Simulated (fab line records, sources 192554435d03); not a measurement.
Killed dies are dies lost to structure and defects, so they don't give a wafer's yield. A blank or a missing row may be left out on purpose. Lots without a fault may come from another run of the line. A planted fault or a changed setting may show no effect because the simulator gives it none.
Which tool did it? | flow n5_finfet | 19 lots, 57 wafers sampled, at 6 steps of a route of 1938

WHAT THE GAUGES READ, wafer by wafer
The record holds no reading of a measuring or inspecting step that can be judged against a usual standard deviation.

WHICH TOOL RAN EACH LOT (tool, then ch and the chambers of the sampled wafers, then the start)
lot  | N5_BEOL_M7_ETCH_72                 | N5_BEOL_M7_VIA_ETCH_34             | N5_BEOL_M8_ETCH_62                 | N5_BEOL_M8_VIA_ETCH_34             | N5_BEOL_M8_PRE_CLEAN_45      | N5_BEOL_M8_SPUTTER_48
L075 | rie_diel-04 ch 0,3, day 10 03:27   | rie_diel-04 ch 0,3, day 10 03:36   | rie_diel-03 ch 0,3, day 10 10:13   | rie_diel-05 ch 0,1,3, day 10 13:20 | pvd_sputter-02, day 10 14:20 | pvd_sputter-02, day 10 14:56
L077 | rie_diel-01 ch 0,1,3, day 11 02:21 | rie_diel-01 ch 0,1,3, day 11 02:29 | rie_diel-03 ch 0,3, day 11 08:35   | rie_diel-03 ch 1,2, day 11 18:28   | pvd_sputter-01, day 11 19:26 | pvd_sputter-01, day 11 20:05
L079 | rie_diel-04 ch 0,2, day 11 07:04   | rie_diel-04 ch 0,2, day 11 07:13   | rie_diel-05 ch 0,1,2, day 11 12:58 | rie_diel-03 ch 2,3, day 11 21:22   | pvd_sputter-01, day 11 22:19 | pvd_sputter-02, day 11 23:00
L078 | rie_diel-01 ch 0,2,3, day 11 08:28 | rie_diel-01 ch 0,2,3, day 11 08:37 | rie_diel-03 ch 2,3, day 11 14:07   | rie_diel-05 ch 0,3, day 11 20:38   | pvd_sputter-02, day 11 21:27 | pvd_sputter-02, day 11 22:02
L081 | rie_diel-01 ch 0,3, day 11 20:32   | rie_diel-01 ch 0,3, day 11 20:41   | rie_diel-05 ch 0,1,2, day 12 02:51 | rie_diel-06 ch 0,1,3, day 12 04:44 | pvd_sputter-01, day 12 05:32 | pvd_sputter-01, day 12 06:08
L080 | rie_diel-01 ch 0,2,3, day 12 04:14 | rie_diel-01 ch 0,2,3, day 12 04:22 | rie_diel-03 ch 0,1,3, day 12 09:47 | rie_diel-06 ch 2,3, day 12 11:29   | pvd_sputter-01, day 12 13:50 | pvd_sputter-02, day 12 14:23
L085 | rie_diel-01 ch 0,2,3, day 13 22:42 | rie_diel-01 ch 0,2,3, day 13 22:50 | rie_diel-05 ch 1,2, day 14 04:41   | rie_diel-03 ch 1,2,3, day 14 05:59 | pvd_sputter-02, day 14 07:24 | pvd_sputter-02, day 14 08:36
L086 | rie_diel-02 ch 0,1,3, day 14 02:30 | rie_diel-02 ch 0,1,3, day 14 02:38 | rie_diel-06 ch 0,1, day 14 07:50   | rie_diel-05 ch 1,2, day 14 10:08   | pvd_sputter-02, day 14 11:04 | pvd_sputter-03, day 14 11:51
L087 | rie_diel-01 ch 1,2, day 14 02:40   | rie_diel-01 ch 1,2, day 14 02:49   | rie_diel-06 ch 0,2,3, day 14 08:45 | rie_diel-03 ch 1,2,3, day 14 10:32 | pvd_sputter-01, day 14 12:14 | pvd_sputter-01, day 14 13:20
L088 | rie_diel-02 ch 0,2,3, day 15 00:10 | rie_diel-02 ch 0,2,3, day 15 00:19 | rie_diel-06 ch 0,1,2, day 15 05:10 | rie_diel-03 ch 0,2,3, day 15 07:28 | pvd_sputter-03, day 15 08:16 | pvd_sputter-03, day 15 10:34
L089 | rie_diel-01 ch 0,1, day 15 06:04   | rie_diel-01 ch 0,1, day 15 06:13   | rie_diel-03 ch 0,2, day 15 11:23   | rie_diel-03 ch 0,3, day 15 14:49   | pvd_sputter-03, day 15 16:02 | pvd_sputter-03, day 15 17:12
L090 | rie_diel-04 ch 0,1, day 15 20:26   | rie_diel-04 ch 0,1, day 15 20:35   | rie_diel-05 ch 0,1,3, day 16 03:45 | rie_diel-06 ch 1,2,3, day 16 08:09 | pvd_sputter-03, day 16 09:16 | pvd_sputter-03, day 16 11:43
L094 | rie_diel-04 ch 0,2,3, day 16 02:17 | rie_diel-04 ch 0,2,3, day 16 02:26 | rie_diel-03 ch 0,2,3, day 16 09:33 | rie_diel-05 ch 1,3, day 16 11:40   | pvd_sputter-02, day 16 12:57 | pvd_sputter-01, day 16 14:39
L092 | rie_diel-02 ch 2,3, day 16 07:56   | rie_diel-02 ch 2,3, day 16 08:05   | rie_diel-03 ch 2,3, day 16 16:02   | rie_diel-06 ch 0,1, day 16 19:35   | pvd_sputter-02, day 16 20:43 | pvd_sputter-01, day 16 21:50
L093 | rie_diel-04 ch 0,1, day 16 11:31   | rie_diel-04 ch 0,1, day 16 11:40   | rie_diel-06 ch 0,1,3, day 16 20:16 | rie_diel-05 ch 0,2,3, day 16 21:22 | pvd_sputter-01, day 16 22:19 | pvd_sputter-03, day 16 23:13
L091 | rie_diel-01 ch 0,3, day 16 11:45   | rie_diel-01 ch 0,3, day 16 11:54   | rie_diel-06 ch 0,1,3, day 16 20:44 | rie_diel-05 ch 1,2, day 16 21:46   | pvd_sputter-02, day 16 22:37 | pvd_sputter-01, day 16 23:35
L095 | rie_diel-02 ch 2,3, day 16 19:19   | rie_diel-02 ch 2,3, day 16 19:28   | rie_diel-03 ch 0,2,3, day 16 23:40 | rie_diel-06 ch 0,1,3, day 17 02:36 | pvd_sputter-03, day 17 03:58 | pvd_sputter-03, day 17 05:10
L097 | rie_diel-04 ch 0,1, day 16 23:04   | rie_diel-04 ch 0,1, day 16 23:13   | rie_diel-06 ch 0,1, day 17 06:01   | rie_diel-06 ch 1,2,3, day 17 10:25 | pvd_sputter-03, day 17 11:17 | pvd_sputter-02, day 17 12:15
L096 | rie_diel-02 ch 0,2,3, day 17 10:37 | rie_diel-02 ch 0,2,3, day 17 10:46 | rie_diel-06 ch 1,2, day 17 19:17   | rie_diel-06 ch 1,2, day 17 20:53   | pvd_sputter-03, day 17 21:55 | pvd_sputter-01, day 18 00:05
- N5_BEOL_M7_ETCH_72: etches underlayer in N2/H2, target depth 6.5 nm, time 5.2 s.
- N5_BEOL_M7_VIA_ETCH_34: etches SiCOH lowk in C4F6/O2, target depth 125.5 nm, time 50.5 s.
- N5_BEOL_M8_ETCH_62: etches SOC in N2/H2, target depth 110 nm, overetch 22 nm, time 165 s.
- N5_BEOL_M8_VIA_ETCH_34: etches SiCOH lowk in C4F6/O2, target depth 125.5 nm, time 50.5 s.
- N5_BEOL_M8_PRE_CLEAN_45: time 30 s.
- N5_BEOL_M8_SPUTTER_48: material Cu, target thk 10 nm, time 1.667 s.

WHAT THE TOOLS THEMSELVES READ (means of the sampled wafers that have a number; where no wafer has one, the mark that the record gives instead)
N5_BEOL_M7_ETCH_72. Usual: chamber_pressure_mTorr 30.00 mTorr, standard deviation 0.042; drypump_motor_current_A 5.3 A, standard deviation 0.46; etch_rf_on_time_s 5.21 s, standard deviation 0.082; oes_product_au 0.65 a.u., standard deviation 0.07; rf_vpp_V 525.5 V, standard deviation 2; showerhead_plenum_p_Torr 2.61 Torr, standard deviation 0.061; throttle_valve_pct 17.87 %, standard deviation 0.22.
lot  | tool        | chamber_pressure_mTorr (mTorr) | drypump_motor_current_A (A) | etch_rf_on_time_s (s) | oes_product_au (a.u.) | rf_vpp_V (V) | showerhead_plenum_p_Torr (Torr) | throttle_valve_pct (%) | flag
L075 | rie_diel-04 | 29.96                          | 6.0                         | 5.23                  | 0.77                  | 524.6        | 2.58                            | 17.79                  |
L077 | rie_diel-01 | 29.98                          | 5.3                         | 5.26                  | 0.61                  | 526.7        | 2.63                            | 17.89                  |
L079 | rie_diel-04 | 29.97                          | 5.9                         | 5.30                  | 0.74                  | 525.7        | 2.57                            | 17.87                  |
L078 | rie_diel-01 | 30.01                          | 5.0                         | 5.17                  | 0.63                  | 525.1        | 2.61                            | 17.79                  |
L081 | rie_diel-01 | 29.96                          | 5.2                         | 5.21                  | 0.62                  | 525.7        | 2.64                            | 17.71                  |
L080 | rie_diel-01 | 30.05                          | 5.1                         | 5.20                  | 0.62                  | 526.1        | 2.60                            | 17.81                  |
L085 | rie_diel-01 | 30.04                          | 5.1                         | 5.18                  | 0.62                  | 524.2        | 2.60                            | 17.84                  |
L086 | rie_diel-02 | 30.04                          | 5.2                         | 5.24                  | 0.61                  | 525.9        | 2.64                            | 17.82                  |
L087 | rie_diel-01 | 30.00                          | 5.5                         | 5.07                  | 0.74                  | 524.4        | 2.58                            | 17.93                  |
L088 | rie_diel-02 | 30.01                          | 5.1                         | 5.25                  | 0.63                  | 525.2        | 2.65                            | 18.05                  |
L089 | rie_diel-01 | 29.99                          | 5.6                         | 5.21                  | 0.66                  | 527.1        | 2.62                            | 17.81                  |
L090 | rie_diel-04 | 30.00                          | 6.1                         | 5.25                  | 0.75                  | 528.3        | 2.67                            | 17.67                  |
L094 | rie_diel-04 | 29.99                          | 5.8                         | 5.25                  | 0.65                  | 522.7        | 2.54                            | 17.92                  |
L092 | rie_diel-02 | 30.05                          | 5.3                         | 5.17                  | 0.66                  | 528.1        | 2.66                            | 17.93                  |
L093 | rie_diel-04 | 30.01                          | 6.1                         | 5.16                  | 0.75                  | 525.7        | 2.63                            | 17.78                  |
L091 | rie_diel-01 | 30.00                          | 4.9                         | 5.27                  | 0.60                  | 525.4        | 2.62                            | 17.77                  |
L095 | rie_diel-02 | 29.97                          | 5.1                         | 5.16                  | 0.67                  | 526.5        | 2.66                            | 18.18                  |
L097 | rie_diel-04 | 30.00                          | 6.1                         | 5.20                  | 0.75                  | 526.1        | 2.66                            | 17.69                  |
L096 | rie_diel-02 | 30.01                          | 5.1                         | 5.15                  | 0.71                  | 526.5        | 2.64                            | 17.93                  |

N5_BEOL_M7_VIA_ETCH_34. Usual: chamber_pressure_mTorr 30.002 mTorr, standard deviation 0.022; drypump_motor_current_A 5.3 A, standard deviation 0.46; oes_o_777_au 0.77 a.u., standard deviation 0.077; oes_product_au 0.77 a.u., standard deviation 0.083; rf_vpp_V 667 V, standard deviation 6.3; showerhead_plenum_p_Torr 2.91 Torr, standard deviation 0.064; throttle_valve_pct 20.89 %, standard deviation 0.2.
lot  | tool        | chamber_pressure_mTorr (mTorr) | drypump_motor_current_A (A) | oes_o_777_au (a.u.) | oes_product_au (a.u.) | rf_vpp_V (V) | showerhead_plenum_p_Torr (Torr) | throttle_valve_pct (%) | flag
L075 | rie_diel-04 | 30.003                         | 6.0                         | 0.91                | 0.91                  | 673          | 2.89                            | 20.81                  |
L077 | rie_diel-01 | 30.006                         | 5.3                         | 0.73                | 0.72                  | 671          | 2.94                            | 20.88                  |
L079 | rie_diel-04 | 30.004                         | 5.9                         | 0.86                | 0.87                  | 675          | 2.88                            | 20.91                  |
L078 | rie_diel-01 | 30.020                         | 5.1                         | 0.75                | 0.74                  | 664          | 2.91                            | 20.82                  |
L081 | rie_diel-01 | 29.999                         | 5.2                         | 0.74                | 0.73                  | 669          | 2.95                            | 20.70                  |
L080 | rie_diel-01 | 29.997                         | 5.1                         | 0.74                | 0.73                  | 665          | 2.90                            | 20.83                  |
L085 | rie_diel-01 | 29.978                         | 5.0                         | 0.73                | 0.72                  | 664          | 2.90                            | 20.85                  |
L086 | rie_diel-02 | 30.009                         | 5.2                         | 0.72                | 0.72                  | 668          | 2.94                            | 20.84                  |
L087 | rie_diel-01 | 30.027                         | 5.5                         | 0.87                | 0.86                  | 667          | 2.88                            | 20.93                  |
L088 | rie_diel-02 | 29.986                         | 5.1                         | 0.75                | 0.74                  | 669          | 2.95                            | 21.05                  |
L089 | rie_diel-01 | 29.997                         | 5.6                         | 0.79                | 0.78                  | 671          | 2.92                            | 20.76                  |
L090 | rie_diel-04 | 29.994                         | 6.1                         | 0.88                | 0.90                  | 674          | 2.98                            | 20.76                  |
L094 | rie_diel-04 | 30.005                         | 5.8                         | 0.76                | 0.75                  | 669          | 2.84                            | 20.91                  |
L092 | rie_diel-02 | 29.997                         | 5.3                         | 0.77                | 0.78                  | 667          | 2.97                            | 20.94                  |
L093 | rie_diel-04 | 30.006                         | 6.1                         | 0.87                | 0.88                  | 676          | 2.93                            | 20.83                  |
L091 | rie_diel-01 | 29.998                         | 5.0                         | 0.70                | 0.70                  | 668          | 2.93                            | 20.78                  |
L095 | rie_diel-02 | 30.018                         | 5.1                         | 0.78                | 0.78                  | 666          | 2.97                            | 21.18                  |
L097 | rie_diel-04 | 30.022                         | 6.1                         | 0.87                | 0.88                  | 673          | 2.98                            | 20.78                  |
L096 | rie_diel-02 | 29.991                         | 5.1                         | 0.84                | 0.83                  | 669          | 2.95                            | 20.95                  |

N5_BEOL_M8_ETCH_62. Usual: chamber_pressure_mTorr 29.995 mTorr, standard deviation 0.028; drypump_motor_current_A 5.50 A, standard deviation 0.21; oes_product_au 0.65 a.u., standard deviation 0.063; rf_vpp_V 523.3 V, standard deviation 2.7; showerhead_plenum_p_Torr 2.52 Torr, standard deviation 0.09; temp_c 39.99 C, standard deviation 0.14; throttle_valve_pct 17.85 %, standard deviation 0.2.
lot  | tool        | chamber_pressure_mTorr (mTorr) | drypump_motor_current_A (A) | oes_product_au (a.u.) | rf_vpp_V (V) | showerhead_plenum_p_Torr (Torr) | temp_c (C) | throttle_valve_pct (%) | flag
L075 | rie_diel-03 | 29.977                         | 5.41                        | 0.65                  | 524.3        | 2.55                            | 39.96      | 17.85                  |
L077 | rie_diel-03 | 29.999                         | 5.39                        | 0.64                  | 523.6        | 2.54                            | 39.94      | 17.86                  |
L079 | rie_diel-05 | 30.019                         | 5.53                        | 0.66                  | 524.9        | 2.58                            | 40.11      | 17.87                  |
L078 | rie_diel-03 | 29.997                         | 5.41                        | 0.67                  | 522.3        | 2.49                            | 40.07      | 17.96                  |
L081 | rie_diel-05 | 29.997                         | 5.52                        | 0.66                  | 525.6        | 2.58                            | 40.04      | 17.88                  |
L080 | rie_diel-03 | 29.982                         | 5.39                        | 0.67                  | 524.5        | 2.56                            | 39.95      | 17.77                  |
L085 | rie_diel-05 | 29.982                         | 5.79                        | 0.64                  | 523.4        | 2.53                            | 39.93      | 17.77                  |
L086 | rie_diel-06 | 30.023                         | 5.67                        | 0.61                  | 521.1        | 2.44                            | 39.98      | 17.89                  |
L087 | rie_diel-06 | 29.970                         | 5.39                        | 0.61                  | 522.7        | 2.48                            | 39.94      | 17.93                  |
L088 | rie_diel-06 | 30.009                         | 5.56                        | 0.60                  | 521.6        | 2.48                            | 39.95      | 17.79                  |
L089 | rie_diel-03 | 29.992                         | 5.52                        | 0.60                  | 520.9        | 2.45                            | 40.21      | 17.86                  |
L090 | rie_diel-05 | 29.992                         | 5.43                        | 0.67                  | 525.1        | 2.58                            | 39.94      | 17.93                  |
L094 | rie_diel-03 | 29.992                         | 5.45                        | 0.62                  | 521.2        | 2.46                            | 39.86      | 17.95                  |
L092 | rie_diel-03 | 30.008                         | 5.39                        | 0.64                  | 522.6        | 2.47                            | 39.97      | 18.03                  |
L093 | rie_diel-06 | 30.002                         | 5.56                        | 0.69                  | 525.2        | 2.59                            | 40.02      | 17.78                  |
L091 | rie_diel-06 | 30.024                         | 5.58                        | 0.69                  | 524.7        | 2.59                            | 40.02      | 17.79                  |
L095 | rie_diel-03 | 30.006                         | 5.42                        | 0.61                  | 521.7        | 2.46                            | 40.00      | 17.95                  |
L097 | rie_diel-06 | 30.000                         | 5.76                        | 0.68                  | 525.2        | 2.59                            | 39.95      | 17.63                  |
L096 | rie_diel-06 | 29.999                         | 5.69                        | 0.68                  | 522.5        | 2.52                            | 40.16      | 17.53                  |

N5_BEOL_M8_VIA_ETCH_34. Usual: chamber_pressure_mTorr 29.997 mTorr, standard deviation 0.025; drypump_motor_current_A 5.52 A, standard deviation 0.22; oes_o_777_au 0.79 a.u., standard deviation 0.085; oes_product_au 0.79 a.u., standard deviation 0.09; rf_vpp_V 668 V, standard deviation 5.2; showerhead_plenum_p_Torr 2.84 Torr, standard deviation 0.091; throttle_valve_pct 20.86 %, standard deviation 0.23.
lot  | tool        | chamber_pressure_mTorr (mTorr) | drypump_motor_current_A (A) | oes_o_777_au (a.u.) | oes_product_au (a.u.) | rf_vpp_V (V) | showerhead_plenum_p_Torr (Torr) | throttle_valve_pct (%) | flag
L075 | rie_diel-05 | 30.027                         | 5.42                        | 0.85                | 0.84                  | 667          | 2.91                            | 20.92                  |
L077 | rie_diel-03 | 30.010                         | 5.50                        | 0.80                | 0.80                  | 668          | 2.79                            | 20.66                  |
L079 | rie_diel-03 | 30.000                         | 5.41                        | 0.78                | 0.79                  | 663          | 2.79                            | 21.07                  |
L078 | rie_diel-05 | 30.007                         | 5.27                        | 0.78                | 0.77                  | 663          | 2.92                            | 21.07                  |
L081 | rie_diel-06 | 29.987                         | 5.57                        | 0.75                | 0.75                  | 668          | 2.81                            | 20.91                  |
L080 | rie_diel-06 | 30.006                         | 5.30                        | 0.75                | 0.74                  | 672          | 2.84                            | 20.94                  |
L085 | rie_diel-03 | 30.004                         | 5.44                        | 0.77                | 0.78                  | 666          | 2.78                            | 20.90                  |
L086 | rie_diel-05 | 30.007                         | 5.65                        | 0.81                | 0.81                  | 672          | 2.86                            | 20.84                  |
L087 | rie_diel-03 | 30.009                         | 5.45                        | 0.77                | 0.78                  | 665          | 2.78                            | 20.90                  |
L088 | rie_diel-03 | 29.992                         | 5.46                        | 0.73                | 0.73                  | 663          | 2.76                            | 21.03                  |
L089 | rie_diel-03 | 29.976                         | 5.39                        | 0.73                | 0.72                  | 666          | 2.83                            | 21.00                  |
L090 | rie_diel-06 | 30.015                         | 5.48                        | 0.72                | 0.72                  | 671          | 2.83                            | 20.83                  |
L094 | rie_diel-05 | 29.982                         | 5.58                        | 0.82                | 0.82                  | 669          | 2.87                            | 20.84                  |
L092 | rie_diel-06 | 29.985                         | 5.76                        | 0.80                | 0.81                  | 670          | 2.91                            | 20.68                  |
L093 | rie_diel-05 | 29.996                         | 5.56                        | 0.82                | 0.82                  | 667          | 2.87                            | 20.88                  |
L091 | rie_diel-05 | 29.995                         | 5.67                        | 0.87                | 0.88                  | 671          | 2.86                            | 20.74                  |
L095 | rie_diel-06 | 30.009                         | 5.56                        | 0.80                | 0.81                  | 671          | 2.90                            | 20.85                  |
L097 | rie_diel-06 | 30.010                         | 5.50                        | 0.82                | 0.82                  | 671          | 2.83                            | 20.73                  |
L096 | rie_diel-06 | 29.970                         | 5.66                        | 0.80                | 0.81                  | 669          | 2.83                            | 20.56                  |

N5_BEOL_M8_PRE_CLEAN_45. Usual: heater_power_w 314 W, standard deviation 37.
lot  | tool           | heater_power_w (W) | flag
L075 | pvd_sputter-02 | 311                |
L077 | pvd_sputter-01 | 338                |
L079 | pvd_sputter-01 | 297                |
L078 | pvd_sputter-02 | 318                |
L081 | pvd_sputter-01 | 302                |
L080 | pvd_sputter-01 | 319                |
L085 | pvd_sputter-02 | 309                |
L086 | pvd_sputter-02 | 329                |
L087 | pvd_sputter-01 | 321                |
L088 | pvd_sputter-03 | 333                |
L089 | pvd_sputter-03 | 267                |
L090 | pvd_sputter-03 | 373                |
L094 | pvd_sputter-02 | 290                |
L092 | pvd_sputter-02 | 341                |
L093 | pvd_sputter-01 | 304                |
L091 | pvd_sputter-02 | 320                |
L095 | pvd_sputter-03 | 349                |
L097 | pvd_sputter-03 | 361                |
L096 | pvd_sputter-03 | 289                |

N5_BEOL_M8_SPUTTER_48. Usual: throttle_valve_pct 30.2 %, standard deviation 1.5.
lot  | tool           | throttle_valve_pct (%) | flag
L075 | pvd_sputter-02 | 30.3                   |
L077 | pvd_sputter-01 | 28.8                   |
L079 | pvd_sputter-02 | 30.3                   |
L078 | pvd_sputter-02 | 30.5                   |
L081 | pvd_sputter-01 | 30.8                   |
L080 | pvd_sputter-02 | 30.3                   |
L085 | pvd_sputter-02 | 29.2                   |
L086 | pvd_sputter-03 | 30.7                   |
L087 | pvd_sputter-01 | 29.3                   |
L088 | pvd_sputter-03 | 30.6                   |
L089 | pvd_sputter-03 | 29.9                   |
L090 | pvd_sputter-03 | 30.3                   |
L094 | pvd_sputter-01 | 29.1                   |
L092 | pvd_sputter-01 | 29.6                   |
L093 | pvd_sputter-03 | 31.4                   |
L091 | pvd_sputter-01 | 29.3                   |
L095 | pvd_sputter-03 | 31.0                   |
L097 | pvd_sputter-02 | 30.3                   |
L096 | pvd_sputter-01 | 30.3                   |

THE ANSWER, worked out from the rows above alone
Rule: a lot is off if the mean of its wafers that have a number lies more than 3 standard deviations from the usual mean. A lot without any number at a reading at which 4 lots or more have one is off too. The other lots that the step has rows for count as sound. The gauges are gone through in route order, then the tools' own readings, and for those a lot's mean is taken as printed above. The first step at which some lot is off is used, and at that step the reading that is off furthest; a lot without a number counts as furthest.
No lot is off at any reading shown: from this, nothing can be told.

WHAT THE SIMULATOR HAD PUT IN
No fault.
